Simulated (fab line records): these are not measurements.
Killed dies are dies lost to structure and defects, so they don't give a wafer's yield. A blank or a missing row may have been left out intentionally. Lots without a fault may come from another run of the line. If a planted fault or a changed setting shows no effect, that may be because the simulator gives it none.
Matching of chambers ; flow n5 finfet ; 4 sister chambers for N5_STI_FIN_REVEAL_ETCH_34 on rie si-06
The step etches Si in H2, material Si, target depth 0.97 nm. 14 wafers are shown with their chamber, then 7 later ones without.

== WAFERS PAIRED WITH THEIR CHAMBERS ==
wafer;chamber;drypump motor current A (A);oes product au (a.u.)
L075.1;2;5.0;1.009
L075.3;1;5.8;0.989
L075.6;1;5.8;0.979
L079.2;3;6.0;0.997
L079.4;0;5.2;0.976
L079.5;1;5.8;0.983
L083.3;1;5.8;0.981
L083.4;2;5.1;0.999
L083.5;0;5.2;0.991
L084.4;2;5.0;1.000
L084.5;2;5.0;1.008
L084.6;3;6.0;1.003
L085.2;1;5.8;0.983
L085.4;0;5.2;0.979

SIGNATURES (means of the wafers above)
reading;chamber 0;chamber 1;chamber 2;chamber 3;scatter within a chamber
drypump motor current A;5.200;5.800;5.025;6.000;0.0274
oes product au;0.98200;0.98300;1.00400;1.00000;0.00531
Rule: a wafer's distance from a chamber is the root of the sum, over the readings, of the square of ((its reading less the chamber's mean) divided by the reading's scatter). If the next closest chamber is less than 2 further off than the closest, the wafer can't be placed; otherwise it belongs to the closest. The scatter: take each reading less its chamber's mean, square it, sum over the shown wafers, divide by the number of wafers less the number of chambers, and take the root.

== WAFERS WHOSE CHAMBER IS MISSING ==
wafer;drypump motor current A (A);oes product au (a.u.)
L085.5;5.8;0.995
L092.1;5.8;0.987
L092.2;5.2;0.984
L092.3;5.1;0.992
L097.2;6.0;1.012
L097.3;5.8;0.990
L097.6;5.8;0.989

== THE CHAMBER EACH PASSED THROUGH ==
wafer;from the rows above;in truth
L085.5;1;1
L092.1;1;1
L092.2;0;0
L092.3;can't be placed: 2 or 0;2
L097.2;3;3
L097.3;1;1
L097.6;1;1
6 of 7 placed correctly. Can't be placed from these rows: 1 (the true chamber is among the candidates in 1). Placed wrongly: 0.
